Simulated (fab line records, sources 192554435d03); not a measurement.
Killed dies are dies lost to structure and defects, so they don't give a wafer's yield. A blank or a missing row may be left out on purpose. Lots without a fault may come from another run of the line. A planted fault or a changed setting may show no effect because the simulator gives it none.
Chamber matching | flow n5_finfet | N5_BEOL_M14_DEP_53 on pecvd-02: 3 sister chambers
The step deposits SiCN from 3MS/NH3, target thk 50 nm, time 17.8 s. 14 wafers are shown with their chamber, then 7 later ones without.

WAFERS WITH THEIR CHAMBER
wafer  | chamber | throttle_valve_pct (%) | showerhead_plenum_p_Torr (Torr)
L080.3 | 0       | 17.5                   | 4.153
L080.4 | 1       | 17.2                   | 4.172
L080.5 | 2       | 17.7                   | 4.167
L078.1 | 1       | 17.0                   | 4.165
L078.2 | 0       | 17.7                   | 4.156
L078.5 | 2       | 17.5                   | 4.162
L077.3 | 0       | 17.7                   | 4.164
L077.5 | 0       | 17.9                   | 4.145
L077.6 | 1       | 17.0                   | 4.159
L082.2 | 1       | 17.2                   | 4.174
L082.3 | 0       | 17.4                   | 4.132
L082.6 | 2       | 17.5                   | 4.168
L087.1 | 0       | 17.6                   | 4.155
L087.4 | 1       | 17.0                   | 4.169

SIGNATURES (means of the wafers above)
reading                  | chamber 0 | chamber 1 | chamber 2 | scatter within a chamber
throttle_valve_pct       | 17.633    | 17.080    | 17.567    | 0.144
showerhead_plenum_p_Torr | 4.15083   | 4.16780   | 4.16567   | 0.00839
Rule: a wafer's distance from a chamber is the root of the sum, over the readings, of the square of ((its reading less the chamber's mean) divided by the reading's scatter). The wafer belongs to the nearest chamber; if the next one is less than 2 further off, it can't be placed. The scatter: the root of (the sum of the squares of (reading less its chamber's mean) over the shown wafers, divided by (wafers less chambers)).

WAFERS WITHOUT THEIR CHAMBER
wafer  | throttle_valve_pct (%) | showerhead_plenum_p_Torr (Torr)
L087.5 | 17.8                   | 4.149
L091.2 | 17.0                   | 4.169
L091.3 | 17.9                   | 4.157
L091.6 | 17.2                   | 4.179
L093.1 | 17.5                   | 4.168
L093.3 | 17.7                   | 4.151
L093.6 | 17.1                   | 4.168

WHICH CHAMBER EACH WENT THROUGH
wafer  | from the rows above     | in truth
L087.5 | can't be placed: 0 or 2 | 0
L091.2 | 1                       | 1
L091.3 | can't be placed: 0 or 2 | 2
L091.6 | can't be placed: 1 or 2 | 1
L093.1 | can't be placed: 2 or 0 | 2
L093.3 | can't be placed: 0 or 2 | 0
L093.6 | 1                       | 1
Placed correctly: 2 of 7. Can't be placed from these rows: 5 (the true chamber is among the candidates in 5). Placed wrongly: 0.
